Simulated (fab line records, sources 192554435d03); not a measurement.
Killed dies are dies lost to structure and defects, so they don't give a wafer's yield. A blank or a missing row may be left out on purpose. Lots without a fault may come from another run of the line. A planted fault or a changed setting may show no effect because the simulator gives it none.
fab line records | flow n5_finfet
record lots=24 wafers=72 last_day=17
route steps=1938 shown BEOL_M0_SAQP@635 BEOL_M0_CUTY@709
lots that met no fault: from a run of the same line without faults
start_h: hours from the record's first day to the start of the lot's first wafer shown | wait_h: hours since the lot's step before | " the same as in the row above | L1.1+2: a row that stands for several wafers | - no value, or no start given | * or withheld: withheld | < > ~ a bound
route shown NAME@n: a module of which the file shows steps, and the number in the route of the first | usual: mean/standard deviation of fault-free wafers | same: alike in all rows | chamber/n: place in a boat | sites: the reading at each site | _std_site: their standard deviation | _edge_site: outer sites' mean less inner sites' | radius_mm: how far each site lies from the wafer's centre | mask NAME#n: copy n | behind: the tool/chamber that last shaped the wafer | hold: why the lot was held/for how many hours/how that ended | device: the transistor (n, p or np) that didn't switch | end of line: the same wafers' tests at the end of the route | a step without rows: its recipe alone | killed: dies lost to structure and defects at the first sort, not the wafer's yield | map: a wafer's dies, x killed, . not, _ none there
set.NAME: the setting as run; set.NAME@STEP: as run at that earlier step | model.NAME: the simulator's own value behind a step, which no gauge read
steps of the route over a sample of lots; a table a step, a row a wafer
services: from which hour (start_h, from the record's first day; less than 0 if before it) a tool's chamber was out of use, for how many hours, and why
## steps
# step N5_BEOL_M0_SAQP_PECVD_03
# recipe material=SiCN target_thk_a=120 temp_c=withheld precursor=3MS/NH3 pressure_torr=3 rf_w=202 time_s=21.1
# usual showerhead_plenum_p_Torr=3.667/0.021 throttle_valve_pct=9.1/0.45
# same time_s=21.1
# columns lot.wafer tool chamber start_h wait_h showerhead_plenum_p_Torr throttle_valve_pct
L074.3 pecvd-03 2 110.96 0.1 3.675 8.5
L074.5 " 2 " " 3.673 8.6
L074.6 " 1 " " 3.643 8.5
L075.3 pecvd-01 1 114.77 0.1 3.694 9.5
L075.4 " 2 " " 3.628 8.3
L075.5 " 0 " " 3.642 9.0
L076.2 pecvd-01 1 123.45 0.1 3.692 9.5
L076.4 " 0 " " 3.635 9.0
L076.5 " 1 " " 3.692 9.5
L077.1 pecvd-04 0 126.43 0.1 3.660 8.6
L077.3 " 2 " " 3.688 9.0
L077.5 " 2 " " 3.688 9.2
L078.4 pecvd-03 0 133.45 0.1 3.688 9.2
L078.5 " 1 " " 3.646 8.7
L078.6 " 2 " " 3.673 8.5
L079.2 pecvd-01 0 138.24 0.1 3.635 9.2
L079.3 " 2 " " 3.630 8.6
L079.6 " 0 " " 3.632 9.4
L080.2 pecvd-03 2 147.81 0.1 3.667 8.2
L080.3 " 1 " " 3.652 8.5
L080.5 " 2 " " 3.674 8.6
L081.1 pecvd-04 2 155.90 0.1 3.683 9.0
L081.3 " 0 " " 3.673 9.0
L081.6 " 2 " " 3.693 9.2
L082.1 pecvd-04 1 162.14 0.1 3.658 9.8
L082.4 " 0 " " 3.666 8.9
L082.6 " 1 " " 3.663 10.0
L083.1 pecvd-01 2 165.82 0.1 3.629 8.6
L083.3 " 0 " " 3.621 9.3
L083.4 " 2 " " 3.626 8.9
L084.2 pecvd-03 2 174.44 0.1 3.671 8.4
L084.5 " 1 " " 3.649 8.3
L084.6 " 2 " " 3.656 8.5
L085.3 pecvd-04 0 183.06 0.1 3.671 8.8
L085.4 " 1 " " 3.674 9.6
L085.6 " 2 " " 3.688 9.4
L086.2 pecvd-04 2 187.96 0.1 3.678 9.1
L086.4 " 0 " " 3.672 9.2
L086.5 " 2 " " 3.694 9.2
L087.2 pecvd-04 0 194.84 0.1 3.670 9.2
L087.3 " 2 " " 3.686 9.2
L087.6 " 2 " " 3.688 9.4
L088.4 pecvd-04 2 196.84 0.1 3.685 9.1
L088.5 " 0 " " 3.673 9.0
L088.6 " 1 " " 3.666 9.7
L089.1 pecvd-04 2 200.92 0.1 3.680 9.2
L089.3 " 1 " " 3.658 9.8
L089.4 " 2 " " 3.693 9.3
L090.1 pecvd-03 1 203.14 0.1 3.659 8.7
L090.2 " 0 " " 3.688 9.6
L090.6 " 2 " " 3.667 9.0
L092.2 pecvd-04 0 212.37 0.1 3.674 8.9
L092.3 " 0 " " 3.671 8.9
L092.6 " 0 " " 3.668 8.9
L091.1 pecvd-04 0 215.91 0.1 3.667 9.0
L091.2 " 1 " " 3.666 9.7
L091.3 " 1 " " 3.665 9.8
L093.1 pecvd-01 1 220.34 0.1 3.700 9.4
L093.2 " 0 " " 3.640 9.2
L093.6 " 1 " " 3.693 9.6
L094.1 pecvd-01 1 227.65 0.1 3.696 9.6
L094.2 " 2 " " 3.631 8.3
L094.6 " 0 " " 3.622 9.3
L095.2 pecvd-03 2 234.28 0.1 3.662 8.7
L095.3 " 2 " " 3.672 8.4
L095.5 " 0 " " 3.688 9.3
L096.2 pecvd-04 2 243.54 0.1 3.677 8.3
L096.5 " 0 " " 3.669 8.8
L096.6 " 2 " " 3.685 8.3
L097.4 pecvd-04 2 247.19 0.1 3.680 8.5
L097.5 " 1 " " 3.653 9.7
L097.6 " 0 " " 3.661 8.7
# step N5_BEOL_M0_SAQP_THK_MEAS_05
# usual thk_nm=59.8/0.75
# columns lot.wafer tool chamber start_h wait_h thk_nm
L074.3 film_metro-01 - 111.17 0.1 60.3
L074.5 " - " " 61.1
L074.6 " - " " 60.8
L075.3 film_metro-01 - 114.99 0.1 60.3
L075.4 " - " " 60.2
L075.5 " - " " 60.6
L076.2 film_metro-02 - 123.66 0.1 59.2
L076.4 " - " " 60.2
L076.5 " - " " 60.2
L077.1 film_metro-01 - 126.73 0.1 59.5
L077.3 " - " " 60.5
L077.5 " - " " 59.6
L078.4 film_metro-02 - 133.65 0.0 60.5
L078.5 " - " " 60.0
L078.6 " - " " 60.5
L079.2 film_metro-01 - 138.45 0.1 60.1
L079.3 " - " " 59.3
L079.6 " - " " 59.7
L080.2 film_metro-01 - 148.02 0.1 59.4
L080.3 " - " " 59.1
L080.5 " - " " 60.3
L081.1 film_metro-02 - 156.11 0.1 59.0
L081.3 " - " " 59.7
L081.6 " - " " 60.3
L082.1 film_metro-01 - 162.35 0.1 57.9
L082.4 " - " " 59.5
L082.6 " - " " 59.8
L083.1 film_metro-01 - 166.03 0.1 59.2
L083.3 " - " " 58.6
L083.4 " - " " 59.4
L084.2 film_metro-01 - 174.65 0.1 60.4
L084.5 " - " " 60.6
L084.6 " - " " 60.6
L085.3 film_metro-02 - 183.27 0.1 59.2
L085.4 " - " " 59.4
L085.6 " - " " 59.5
L086.2 film_metro-01 - 188.17 0.1 58.9
L086.4 " - " " 60.6
L086.5 " - " " 59.7
L087.2 film_metro-01 - 195.06 0.1 58.7
L087.3 " - " " 58.7
L087.6 " - " " 60.0
L088.4 film_metro-02 - 197.03 0.0 60.1
L088.5 " - " " 61.0
L088.6 " - " " 60.4
L089.1 film_metro-02 - 201.13 0.1 59.0
L089.3 " - " " 59.2
L089.4 " - " " 59.9
L090.1 film_metro-02 - 203.35 0.1 59.3
L090.2 " - " " 59.6
L090.6 " - " " 59.9
L092.2 film_metro-01 - 212.68 0.1 59.1
L092.3 " - " " 60.0
L092.6 " - " " 59.9
L091.1 film_metro-01 - 216.21 0.1 59.4
L091.2 " - " " 59.5
L091.3 " - " " 59.7
L093.1 film_metro-02 - 220.55 0.1 60.9
L093.2 " - " " 60.5
L093.6 " - " " 61.3
L094.1 film_metro-02 - 227.86 0.1 59.4
L094.2 " - " " 59.5
L094.6 " - " " 60.2
L095.2 film_metro-01 - 234.58 0.1 59.8
L095.3 " - " " 60.8
L095.5 " - " " 60.6
L096.2 film_metro-02 - 243.84 0.1 58.2
L096.5 " - " " 59.5
L096.6 " - " " 59.5
L097.4 film_metro-02 - 247.39 0.0 59.9
L097.5 " - " " 59.8
L097.6 " - " " 60.1
# step N5_BEOL_M0_SAQP_MANDREL_ETCH_20
# recipe target_depth_a=600 chemistry=HBr/Cl2 target=a-Si stop_on=SiNx bt_time_s=10 mask_material=SOC over_etch_frac=0.5 time_s=30 pressure_mtorr=10 icp_w=800 bias_w=75 HBr_flow_sccm=150 Cl2_flow_sccm=80 ends=end_point
# usual HBr_flow_sccm=150.1/0.45 drypump_motor_current_A=5.68/0.25 oes_product_au=0.771/0.012 throttle_valve_pct=35.57/0.18
# columns lot.wafer tool chamber start_h wait_h HBr_flow_sccm drypump_motor_current_A oes_product_au rf_hours_counter_h throttle_valve_pct
L074.3 rie_si-02 0 112.01 0.0 148.7 5.20 0.798 99 35.70
L074.5 " 2 " " 149.9 5.92 0.767 - 35.71
L074.6 " 3 " " 150.0 6.02 0.786 - 35.47
L075.3 rie_si-02 1 115.98 0.0 150.6 5.47 0.764 98 35.29
L075.4 " 2 " " 150.1 5.94 0.757 172 35.72
L075.5 " 3 " " 149.8 6.00 0.776 - 35.49
L076.2 rie_si-01 2 124.51 0.0 150.1 5.96 0.772 86 35.39
L076.4 " 3 " " 149.3 5.66 0.757 76 35.88
L076.5 " 2 " " 149.8 5.98 0.784 - 35.37
L077.1 rie_si-02 2 127.58 0.0 149.9 5.95 0.752 172 35.74
L077.3 " 0 " " 150.3 5.23 0.795 99 35.70
L077.5 " 2 " " 149.7 5.93 0.755 - 35.74
L078.4 rie_si-03 0 134.49 0.0 151.3 5.87 0.779 87 35.33
L078.5 " 0 " " 150.4 5.86 0.771 - 35.35
L078.6 " 1 " " 150.2 5.36 0.793 - 35.45
L079.2 rie_si-03 3 139.83 0.0 149.7 5.78 0.779 31 35.70
L079.3 " 0 " " 149.8 5.89 0.777 87 35.36
L079.6 " 3 " " 149.9 5.79 0.769 - 35.70
L080.2 rie_si-02 2 148.87 0.0 150.5 5.96 0.751 173 35.73
L080.3 " 3 " " 149.9 6.00 0.765 179 35.52
L080.5 " 0 " " 150.3 5.23 0.796 - 35.71
L081.1 rie_si-03 0 157.17 0.0 149.5 5.87 0.771 87 35.36
L081.3 " 2 " " 150.5 5.61 0.767 68 35.76
L081.6 " 1 " " 149.6 5.36 0.785 - 35.46
L082.1 rie_si-03 1 163.20 0.0 149.8 5.38 0.771 189 35.51
L082.4 " 2 " " 150.4 5.63 0.765 68 35.76
L082.6 " 2 " " 150.3 5.61 0.770 - 35.78
L083.1 rie_si-03 1 166.97 0.0 149.8 5.37 0.783 189 35.49
L083.3 " 2 " " 149.9 5.62 0.765 68 35.78
L083.4 " 0 " " 149.5 5.86 0.784 88 35.34
L084.2 rie_si-02 0 175.59 0.0 150.3 5.22 0.792 100 35.71
L084.5 " 0 " " 150.1 5.21 0.792 - 35.72
L084.6 " 1 " " 150.6 5.49 0.767 - 35.28
L085.3 rie_si-01 1 184.23 0.0 149.9 5.59 0.752 166 35.50
L085.4 " 0 " " 151.1 5.33 0.766 27 35.53
L085.6 " 0 " " 149.8 5.36 0.767 - 35.54
L086.2 rie_si-03 2 189.41 0.0 150.1 5.61 0.766 69 35.78
L086.4 " 0 " " 149.2 5.86 0.779 88 35.32
L086.5 " 3 " " 150.2 5.78 0.777 - 35.69
L087.2 rie_si-01 3 195.95 0.0 150.9 5.67 0.741 77 35.92
L087.3 " 2 " " 149.8 5.99 0.777 87 35.41
L087.6 " 3 " " 150.0 5.64 0.755 - 35.89
L088.4 rie_si-01 0 197.88 0.0 149.4 5.29 0.773 27 35.52
L088.5 " 1 " " 150.2 5.56 0.774 - 35.47
L088.6 " 0 " " 149.6 5.31 0.766 - 35.52
L089.1 rie_si-02 2 201.97 0.0 150.0 5.94 0.747 173 35.75
L089.3 " 0 " " 150.3 5.24 0.791 100 35.73
L089.4 " 1 " " 150.1 5.53 0.765 100 35.28
L090.1 rie_si-03 2 204.22 0.0 150.2 5.61 0.769 69 35.77
L090.2 " 3 " " 150.2 5.78 0.770 32 35.70
L090.6 " 2 " " 149.4 5.61 0.771 - 35.76
L092.2 rie_si-02 0 213.52 0.0 150.5 5.22 0.782 101 35.72
L092.3 " 2 " " 149.9 5.93 0.758 174 35.74
L092.6 " 1 " " 149.8 5.51 0.768 - 35.29
L091.1 rie_si-03 3 217.15 0.0 149.8 5.79 0.768 33 35.71
L091.2 " 1 " " 150.4 5.38 0.769 0 35.43
L091.3 " 0 " " 149.7 5.88 0.768 89 35.35
L093.1 rie_si-03 3 221.29 0.0 149.9 5.81 0.780 33 35.70
L093.2 " 0 " " 150.6 5.84 0.777 89 35.34
L093.6 " 3 " " 149.6 5.79 0.787 - 35.69
L094.1 rie_si-02 0 228.71 0.0 150.3 5.24 0.787 101 35.70
L094.2 " 3 " " 149.4 6.00 0.766 180 35.50
L094.6 " 0 " " 149.6 5.22 0.791 - 35.70
L095.2 rie_si-02 2 235.42 0.0 150.5 5.96 0.754 174 35.73
L095.3 " 0 " " 150.3 5.25 0.791 101 35.69
L095.5 " 1 " " 150.5 5.53 0.766 - 35.29
L096.2 rie_si-03 3 244.56 0.0 149.8 5.79 0.766 33 35.71
L096.5 " 3 " " 149.1 5.77 0.768 - 35.72
L096.6 " 2 " " 150.2 5.61 0.766 - 35.77
L097.4 rie_si-03 2 248.24 0.0 150.0 5.58 0.773 70 35.76
L097.5 " 3 " " 149.8 5.77 0.778 - 35.70
L097.6 " 0 " " 150.2 5.87 0.773 - 35.34
# step N5_BEOL_M0_SAQP_STRIP_108
# recipe chemistry=N2/H2 power_w=500 temp_c=40 pressure_mtorr=50 rf_frequency_hz=6e+07 overash_fraction=0.3 bias_power_w=28 h2_frac=0.5 n2_flow_sccm=300 h2_flow_sccm=300
# usual drypump_motor_current_A=5.85/0.26 oes_product_au=0.76/0.076 rf_vpp_V=122.1/0.95 showerhead_plenum_p_Torr=3.39/0.098 throttle_valve_pct=19.0/0.32
# columns lot.wafer tool chamber start_h wait_h drypump_motor_current_A oes_product_au rf_hours_counter_h rf_vpp_V showerhead_plenum_p_Torr throttle_valve_pct
L074.3 rie_diel-02 2 114.44 0.0 5.35 0.79 122 120.2 3.25 18.8
L074.5 " 0 " " 6.09 0.77 - 122.5 3.36 19.1
L074.6 " 1 " " 5.92 0.72 - 121.6 3.33 19.1
L075.3 rie_diel-04 3 118.21 0.0 5.47 0.74 195 123.4 3.34 19.5
L075.4 " 2 " " 5.84 0.96 14 122.3 3.30 18.1
L075.5 " 2 " " 5.81 0.96 - 121.5 3.30 18.1
L076.2 rie_diel-04 0 126.66 0.0 5.86 0.78 135 124.6 3.51 19.3
L076.4 " 3 " " 5.49 0.73 198 123.0 3.34 19.5
L076.5 " 3 " " 5.50 0.73 - 121.0 3.34 19.5
L077.1 rie_diel-06 2 129.89 0.0 5.80 0.74 166 120.1 3.49 19.1
L077.3 " 0 " " 5.86 0.69 216 122.6 3.45 18.8
L077.5 " 0 " " 5.84 0.69 - 122.1 3.45 18.8
L078.4 rie_diel-02 2 136.83 0.0 5.30 0.78 129 121.2 3.25 18.8
L078.5 " 0 " " 6.10 0.77 - 123.0 3.36 19.1
L078.6 " 1 " " 5.91 0.73 - 122.3 3.32 19.1
L079.2 rie_diel-02 2 142.12 0.0 5.34 0.79 131 120.4 3.25 18.8
L079.3 " 0 " " 6.09 0.77 148 121.8 3.36 19.1
L079.6 " 3 " " 5.61 0.69 - 122.3 3.44 19.2
L080.2 rie_diel-06 2 153.30 0.0 5.78 0.74 173 123.0 3.49 19.1
L080.3 " 1 " " 5.99 0.71 233 122.4 3.45 18.7
L080.5 " 2 " " 5.80 0.73 - 122.6 3.49 19.1
L081.1 rie_diel-06 0 159.84 0.0 5.85 0.69 226 122.0 3.45 18.9
L081.3 " 3 " " 6.16 0.81 77 122.4 3.26 19.1
L081.6 " 3 " " 6.15 0.80 - 122.2 3.26 19.1
L082.1 rie_diel-06 3 165.46 0.0 6.16 0.81 78 122.1 3.26 19.1
L082.4 " 1 " " 5.96 0.71 237 122.9 3.45 18.8
L082.6 " 1 " " 5.93 0.70 - 123.3 3.45 18.7
L083.1 rie_diel-04 3 169.59 0.0 5.47 0.72 210 121.6 3.33 19.5
L083.3 " 0 " " 5.83 0.76 149 121.6 3.50 19.3
L083.4 " 1 " " 6.26 0.95 18 123.4 3.57 19.1
L084.2 rie_diel-06 2 177.68 0.0 5.81 0.73 180 122.6 3.49 19.1
L084.5 " 2 " " 5.79 0.74 - 123.0 3.49 19.1
L084.6 " 1 " " 5.96 0.70 - 123.2 3.45 18.8
L085.3 rie_diel-06 3 186.43 0.0 6.17 0.81 84 122.4 3.25 19.1
L085.4 " 1 " " 5.98 0.70 243 121.0 3.45 18.8
L085.6 " 2 " " 5.80 0.73 - 121.8 3.49 19.1
L086.2 rie_diel-02 3 192.32 0.0 5.62 0.68 243 122.8 3.43 19.2
L086.4 " 0 " " 6.09 0.76 163 121.1 3.35 19.2
L086.5 " 3 " " 5.59 0.68 - 122.9 3.43 19.2
L087.2 rie_diel-06 2 198.06 0.0 5.78 0.72 185 122.4 3.48 19.1
L087.3 " 1 " " 5.94 0.69 245 122.7 3.44 18.8
L087.6 " 3 " " 6.15 0.81 - 120.9 3.25 19.1
L088.4 rie_diel-02 3 200.48 0.0 5.61 0.67 244 121.8 3.43 19.2
L088.5 " 1 " " 5.92 0.71 - 121.7 3.31 19.1
L088.6 " 2 " " 5.33 0.77 - 122.3 3.24 18.8
L089.1 rie_diel-06 1 204.12 0.0 5.95 0.70 248 122.9 3.44 18.8
L089.3 " 3 " " 6.16 0.80 89 121.9 3.25 19.1
L089.4 " 2 " " 5.77 0.73 187 122.2 3.48 19.1
L090.1 rie_diel-02 2 206.86 0.0 5.31 0.77 150 121.8 3.24 18.8
L090.2 " 1 " " 5.91 0.70 217 122.5 3.31 19.1
L090.6 " 0 " " 6.12 0.75 - 122.6 3.35 19.2
L092.2 rie_diel-02 0 215.67 0.0 6.10 0.75 170 121.4 3.35 19.2
L092.3 " 2 " " 5.31 0.76 153 122.7 3.24 18.8
L092.6 " 1 " " 5.89 0.70 - 122.1 3.31 19.1
L091.1 rie_diel-04 1 220.18 0.0 6.27 0.93 30 121.3 3.56 19.1
L091.2 " 2 " " 5.84 0.88 40 122.5 3.29 18.1
L091.3 " 3 " " 5.47 0.71 223 122.9 3.32 19.6
L093.1 rie_diel-02 2 224.08 0.0 5.34 0.76 156 121.9 3.24 18.8
L093.2 " 1 " " 5.90 0.70 223 123.3 3.31 19.1
L093.6 " 1 " " 5.91 0.70 - 121.7 3.31 19.1
L094.1 rie_diel-04 3 231.47 0.0 5.46 0.71 227 122.4 3.32 19.6
L094.2 " 1 " " 6.26 0.91 33 124.4 3.56 19.1
L094.6 " 0 " " 5.84 0.75 - 122.3 3.49 19.3
L095.2 rie_diel-06 2 237.52 0.0 5.79 0.72 198 122.1 3.48 19.1
L095.3 " 3 " " 6.16 0.79 100 120.6 3.24 19.1
L095.5 " 2 " " 5.80 0.72 - 123.1 3.48 19.1
L096.2 rie_diel-04 1 247.00 0.0 6.27 0.91 37 120.9 3.55 19.1
L096.5 " 3 " " 5.45 0.71 - 122.8 3.32 19.6
L096.6 " 0 " " 5.85 0.75 - 122.4 3.49 19.4
L097.4 rie_diel-04 1 250.57 0.0 6.28 0.91 38 123.7 3.55 19.1
L097.5 " 2 " " 5.85 0.88 - 122.7 3.28 18.2
L097.6 " 1 " " 6.27 0.91 - 122.3 3.55 19.1
# step N5_BEOL_M0_SAQP_ETCH_88
# recipe chemistry=N2/H2 target=underlayer target_depth_a=65 time_s=5.2 ion_energy_ev=200 mask_material=CAR-EUV pressure_mtorr=30 source_w=840 bias_w=150 n2_flow_sccm=200 h2_flow_sccm=200 ends=cleared
# usual drypump_motor_current_A=5.83/0.26 etch_rf_on_time_s=5.20/0.096 oes_product_au=0.65/0.072 rf_vpp_V=524.5/2.5 showerhead_plenum_p_Torr=2.57/0.079 throttle_valve_pct=17.97/0.25
# columns lot.wafer tool chamber start_h wait_h drypump_motor_current_A etch_rf_on_time_s oes_product_au rf_hours_counter_h rf_vpp_V showerhead_plenum_p_Torr throttle_valve_pct
L074.3 rie_diel-04 1 116.51 0.0 6.27 5.06 0.88 0 528.6 2.71 17.86
L074.5 " 1 " " 6.26 5.07 0.87 - 530.3 2.71 17.89
L074.6 " 0 " " 5.86 5.12 0.67 - 525.3 2.66 18.20
L075.3 rie_diel-04 3 119.76 0.0 5.46 5.09 0.64 195 524.5 2.53 18.18
L075.4 " 0 " " 5.81 5.14 0.68 132 528.0 2.66 18.20
L075.5 " 0 " " 5.84 5.13 0.68 - 525.0 2.66 18.20
L076.2 rie_diel-06 3 128.31 0.0 6.17 5.34 0.71 67 522.5 2.47 17.92
L076.4 " 0 " " 5.84 5.26 0.59 215 525.8 2.62 18.09
L076.5 " 3 " " 6.18 5.32 0.69 - 523.1 2.47 17.92
L077.1 rie_diel-02 1 131.59 0.0 5.87 5.17 0.62 193 523.5 2.52 18.07
L077.3 " 2 " " 5.30 5.19 0.68 127 521.2 2.46 17.70
L077.5 " 2 " " 5.30 5.19 0.67 - 521.2 2.46 17.72
L078.4 rie_diel-02 0 138.94 0.0 6.11 5.32 0.65 147 522.9 2.54 18.08
L078.5 " 1 " " 5.91 5.20 0.61 - 522.1 2.51 18.09
L078.6 " 0 " " 6.10 5.28 0.66 - 525.1 2.54 18.07
L079.2 rie_diel-02 3 144.65 0.0 5.61 5.44 0.58 230 526.3 2.61 18.06
L079.3 " 1 " " 5.91 5.25 0.61 197 523.6 2.51 18.10
L079.6 " 2 " " 5.30 5.23 0.65 - 521.2 2.46 17.72
L080.2 rie_diel-02 2 156.91 0.0 5.31 5.15 0.66 136 523.1 2.46 17.72
L080.3 " 3 " " 5.59 5.38 0.58 233 527.8 2.61 18.04
L080.5 " 0 " " 6.10 5.26 0.66 - 525.0 2.54 18.07
L081.1 rie_diel-06 3 161.39 0.0 6.12 5.24 0.70 77 521.9 2.46 17.96
L081.3 " 1 " " 5.97 5.22 0.59 235 525.3 2.61 17.87
L081.6 " 0 " " 5.85 5.19 0.59 - 527.1 2.61 18.10
L082.1 rie_diel-06 0 167.06 0.0 5.85 5.26 0.58 228 526.9 2.61 18.13
L082.4 " 2 " " 5.76 5.04 0.64 177 524.2 2.64 18.00
L082.6 " 3 " " 6.15 5.31 0.69 - 521.6 2.46 17.94
L083.1 rie_diel-06 3 171.36 0.0 6.15 5.29 0.69 80 522.7 2.46 17.95
L083.3 " 0 " " 5.85 5.23 0.58 229 528.2 2.61 18.13
L083.4 " 2 " " 5.78 5.07 0.63 178 524.7 2.64 18.02
L084.2 rie_diel-06 3 179.50 0.0 6.15 5.32 0.68 82 520.3 2.46 17.95
L084.5 " 2 " " 5.77 5.13 0.63 - 524.6 2.64 18.05
L084.6 " 1 " " 5.95 5.24 0.60 - 526.6 2.61 17.90
L085.3 rie_diel-04 3 189.36 0.0 5.46 5.17 0.62 214 523.0 2.52 18.20
L085.4 " 1 " " 6.24 5.07 0.79 22 528.9 2.70 17.94
L085.6 " 3 " " 5.47 5.13 0.62 - 520.6 2.52 18.20
L086.2 rie_diel-06 1 195.30 0.0 5.96 5.22 0.60 244 526.4 2.61 17.89
L086.4 " 0 " " 5.82 5.29 0.57 235 525.1 2.61 18.15
L086.5 " 0 " " 5.81 5.23 0.58 - 527.0 2.61 18.12
L087.2 rie_diel-02 3 199.80 0.0 5.64 5.37 0.58 244 526.5 2.60 18.05
L087.3 " 1 " " 5.90 5.12 0.61 214 522.4 2.51 18.16
L087.6 " 2 " " 5.33 5.17 0.66 - 523.4 2.45 17.73
L088.4 rie_diel-04 1 202.02 0.0 6.25 5.06 0.79 26 526.9 2.70 17.92
L088.5 " 0 " " 5.85 5.17 0.65 - 526.2 2.65 18.24
L088.6 " 3 " " 5.46 5.15 0.61 - 521.6 2.52 18.21
L089.1 rie_diel-02 2 205.94 0.0 5.30 5.23 0.65 150 521.5 2.45 17.76
L089.3 " 0 " " 6.09 5.33 0.64 167 526.1 2.54 18.09
L089.4 " 1 " " 5.89 5.14 0.61 216 522.7 2.50 18.16
L090.1 rie_diel-06 1 208.41 0.0 5.96 5.25 0.59 249 523.2 2.61 17.88
L090.2 " 2 " " 5.79 5.10 0.62 188 525.4 2.64 18.06
L090.6 " 1 " " 5.95 5.27 0.60 - 528.2 2.61 17.89
L092.2 rie_diel-04 0 217.36 0.0 5.85 5.10 0.65 161 526.9 2.65 18.25
L092.3 " 3 " " 5.50 5.09 0.62 222 523.5 2.52 18.22
L092.6 " 1 " " 6.27 5.04 0.78 - 529.7 2.70 17.95
L091.1 rie_diel-06 2 221.73 0.0 5.77 5.08 0.63 192 526.9 2.64 18.05
L091.2 " 0 " " 5.85 5.25 0.57 244 526.0 2.60 18.15
L091.3 " 1 " " 5.95 5.20 0.60 253 524.5 2.61 17.91
L093.1 rie_diel-04 3 225.62 0.0 5.47 5.18 0.62 225 525.8 2.51 18.25
L093.2 " 1 " " 6.25 5.04 0.78 32 529.9 2.70 17.94
L093.6 " 3 " " 5.45 5.13 0.61 - 523.0 2.51 18.24
L094.1 rie_diel-06 2 233.15 0.0 5.76 5.19 0.62 197 526.5 2.64 18.05
L094.2 " 3 " " 6.16 5.35 0.67 99 522.5 2.45 17.99
L094.6 " 3 " " 6.19 5.31 0.66 - 521.7 2.45 17.97
L095.2 rie_diel-04 3 239.16 0.0 5.46 5.23 0.60 229 523.9 2.51 18.22
L095.3 " 0 " " 5.88 5.21 0.65 168 524.8 2.65 18.27
L095.5 " 2 " " 5.80 5.10 0.75 - 520.3 2.48 17.22
L096.2 rie_diel-02 3 248.47 0.0 5.59 5.16 0.84 1 525.3 2.60 17.63
L096.5 " 0 " " 6.09 5.25 0.63 - 523.2 2.53 18.14
L096.6 " 3 " " 5.58 5.09 0.85 - 525.7 2.60 17.62
L097.4 rie_diel-02 3 252.01 0.0 5.61 5.26 0.83 2 522.2 2.60 17.63
L097.5 " 2 " " 5.32 5.25 0.64 - 521.2 2.44 17.76
L097.6 " 1 " " 5.92 5.24 0.61 - 524.1 2.50 18.18
# step N5_BEOL_M0_CUTY_OVL_MEAS_58
# recipe points_per_wafer=44
# usual M0_ABLK_OVL=-0.6/0.79
# columns lot.wafer tool chamber start_h wait_h M0_ABLK_OVL[nm]
L074.3 overlay-02 0 118.18 0.0 -0.3
L074.5 " 0 " " -1.7
L074.6 " 0 " " -0.3
L075.3 overlay-02 0 121.49 0.0 0.6
L075.4 " 0 " " 0.0
L075.5 " 0 " " 0.6
L076.2 overlay-02 0 129.92 0.0 -0.2
L076.4 " 0 " " -0.6
L076.5 " 0 " " 0.2
L077.1 overlay-02 0 132.78 0.0 -1.7
L077.3 " 0 " " -0.7
L077.5 " 0 " " -1.8
L078.4 overlay-01 0 140.88 0.0 0.7
L078.5 " 0 " " 0.5
L078.6 " 0 " " 0.5
L079.2 overlay-01 0 145.84 0.0 -0.9
L079.3 " 0 " " 0.0
L079.6 " 0 " " -0.1
L080.2 overlay-01 0 158.56 0.0 -0.9
L080.3 " 0 " " -1.9
L080.5 " 0 " " -0.9
L081.1 overlay-02 0 163.53 0.0 -0.3
L081.3 " 0 " " -1.0
L081.6 " 0 " " -0.9
L082.1 overlay-01 0 168.36 0.0 -0.5
L082.4 " 0 " " -1.4
L082.6 " 0 " " -1.4
L083.1 overlay-01 0 172.65 0.0 -0.6
L083.3 " 0 " " -1.1
L083.4 " 0 " " -1.7
L084.2 overlay-01 0 180.80 0.0 -0.6
L084.5 " 0 " " -0.5
L084.6 " 0 " " 0.2
L085.3 overlay-02 0 191.80 0.0 -0.6
L085.4 " 0 " " 1.1
L085.6 " 0 " " -0.2
L086.2 overlay-02 0 196.47 0.0 -0.4
L086.4 " 0 " " 0.1
L086.5 " 0 " " 0.7
L087.2 overlay-02 0 201.10 0.0 -1.1
L087.3 " 0 " " -0.5
L087.6 " 0 " " -0.3
L088.4 overlay-01 0 203.40 0.0 -1.5
L088.5 " 0 " " -1.3
L088.6 " 0 " " -0.3
L089.1 overlay-02 0 207.23 0.0 1.4
L089.3 " 0 " " -0.3
L089.4 " 0 " " 0.9
L090.1 overlay-02 0 209.71 0.0 -2.0
L090.2 " 0 " " -0.7
L090.6 " 0 " " -0.8
L092.2 overlay-01 0 218.55 0.0 -1.5
L092.3 " 0 " " -0.8
L092.6 " 0 " " -1.3
L091.1 overlay-02 0 222.94 0.0 -1.0
L091.2 " 0 " " -0.9
L091.3 " 0 " " -1.5
L093.1 overlay-02 0 227.00 0.0 -0.6
L093.2 " 0 " " 0.1
L093.6 " 0 " " -0.7
L094.1 overlay-01 0 234.73 0.0 -1.1
L094.2 " 0 " " -1.6
L094.6 " 0 " " -0.6
L095.2 overlay-01 0 240.62 0.0 -0.7
L095.3 " 0 " " -0.2
L095.5 " 0 " " -1.2
L096.2 overlay-02 0 249.76 0.0 -1.6
L096.5 " 0 " " -1.1
L096.6 " 0 " " -1.5
L097.4 overlay-02 0 253.31 0.0 -0.1
L097.5 " 0 " " -0.4
L097.6 " 0 " " -0.1
## services
# columns tool chamber start_h hours kind
pecvd-03 - 114.44 4.8 repair
rie_si-01 1 118.02 3.2 repair
pecvd-03 - 123.28 1.4 repair
rie_diel-06 1 133.57 9.6 repair
rie_diel-04 3 137.47 4.1 repair
rie_si-02 1 143.48 6.7 repair
pecvd-04 - 143.93 0.3 repair
rie_diel-04 2 146.42 8.2 repair
pecvd-04 2 148.56 7.2 repair
rie_si-03 - 149.01 0.2 repair
rie_si-02 2 157.50 1.6 repair
rie_diel-04 - 173.81 2.7 repair
pecvd-03 0 176.21 9.7 repair
rie_si-01 1 187.20 8.5 repair
rie_si-02 - 191.67 8.5 repair
rie_si-01 - 206.65 2.8 pm
rie_diel-06 1 227.30 - clean
rie_diel-06 1 227.30 - consumable_replace:focus_ring
rie_diel-06 1 227.30 12.9 scheduled_down
rie_diel-06 1 227.30 12.9 vent_cycle
pecvd-03 1 232.91 4.1 repair
rie_si-02 3 233.22 12.4 repair
rie_diel-02 3 240.04 7.0 repair
rie_diel-06 0 240.32 - clean
## key
fault none
